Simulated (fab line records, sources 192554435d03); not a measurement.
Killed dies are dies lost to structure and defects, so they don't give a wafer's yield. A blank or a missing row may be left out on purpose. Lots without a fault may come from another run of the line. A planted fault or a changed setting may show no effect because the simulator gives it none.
Chamber matching | flow n5_finfet | N5_BEOL_M2_STRIP_19 on rie_diel-01: 4 sister chambers
The step strips in O2. 20 wafers are shown with their chamber, then 10 later ones without.

WAFERS WITH THEIR CHAMBER
wafer  | chamber | throttle_valve_pct (%) | drypump_motor_current_A (A) | showerhead_plenum_p_Torr (Torr)
L078.1 | 3       | 16.57                  | 5.8                         | 2.15
L078.2 | 0       | 16.79                  | 5.3                         | 2.16
L078.3 | 1       | 16.27                  | 4.8                         | 2.05
L077.1 | 0       | 16.77                  | 5.3                         | 2.16
L077.5 | 1       | 16.27                  | 4.9                         | 2.05
L077.6 | 2       | 16.56                  | 5.5                         | 2.09
L079.1 | 1       | 16.30                  | 4.9                         | 2.05
L079.2 | 2       | 16.55                  | 5.5                         | 2.09
L079.3 | 3       | 16.56                  | 5.8                         | 2.15
L080.2 | 1       | 16.29                  | 4.8                         | 2.05
L080.5 | 1       | 16.29                  | 4.9                         | 2.05
L080.6 | 2       | 16.56                  | 5.5                         | 2.09
L083.1 | 3       | 16.59                  | 5.8                         | 2.14
L083.3 | 2       | 16.54                  | 5.5                         | 2.08
L083.5 | 1       | 16.28                  | 4.8                         | 2.04
L084.1 | 2       | 16.57                  | 5.5                         | 2.08
L084.3 | 0       | 16.80                  | 5.4                         | 2.15
L084.6 | 2       | 16.55                  | 5.5                         | 2.08
L085.3 | 3       | 16.57                  | 5.8                         | 2.14
L085.4 | 1       | 16.31                  | 4.9                         | 2.04

SIGNATURES (means of the wafers above)
reading                  | chamber 0 | chamber 1 | chamber 2 | chamber 3 | scatter within a chamber
throttle_valve_pct       | 16.7867   | 16.2871   | 16.5550   | 16.5725   | 0.0133
drypump_motor_current_A  | 5.333     | 4.857     | 5.500     | 5.800     | 0.0386
showerhead_plenum_p_Torr | 2.1567    | 2.0471    | 2.0850    | 2.1450    | 0.00536
Rule: a wafer's distance from a chamber is the root of the sum, over the readings, of the square of ((its reading less the chamber's mean) divided by the reading's scatter). The wafer belongs to the nearest chamber; if the next one is less than 2 further off, it can't be placed. The scatter: the root of (the sum of the squares of (reading less its chamber's mean) over the shown wafers, divided by (wafers less chambers)).

WAFERS WITHOUT THEIR CHAMBER
wafer  | throttle_valve_pct (%) | drypump_motor_current_A (A) | showerhead_plenum_p_Torr (Torr)
L085.5 | 16.59                  | 5.8                         | 2.14
L091.1 | 16.58                  | 5.5                         | 2.08
L091.5 | 16.31                  | 4.8                         | 2.04
L091.6 | 16.58                  | 5.5                         | 2.08
L092.1 | 16.58                  | 5.5                         | 2.08
L092.2 | 16.35                  | 4.9                         | 2.04
L092.3 | 16.60                  | 5.8                         | 2.14
L095.1 | 16.85                  | 5.3                         | 2.14
L095.4 | 16.59                  | 5.5                         | 2.07
L095.6 | 16.62                  | 5.7                         | 2.13

WHICH CHAMBER EACH WENT THROUGH
wafer  | from the rows above | in truth
L085.5 | 3                   | 3
L091.1 | 2                   | 2
L091.5 | 1                   | 1
L091.6 | 2                   | 2
L092.1 | 2                   | 2
L092.2 | 1                   | 1
L092.3 | 3                   | 3
L095.1 | 0                   | 0
L095.4 | 2                   | 2
L095.6 | 3                   | 3
Placed correctly: 10 of 10. Can't be placed from these rows: 0. Placed wrongly: 0.
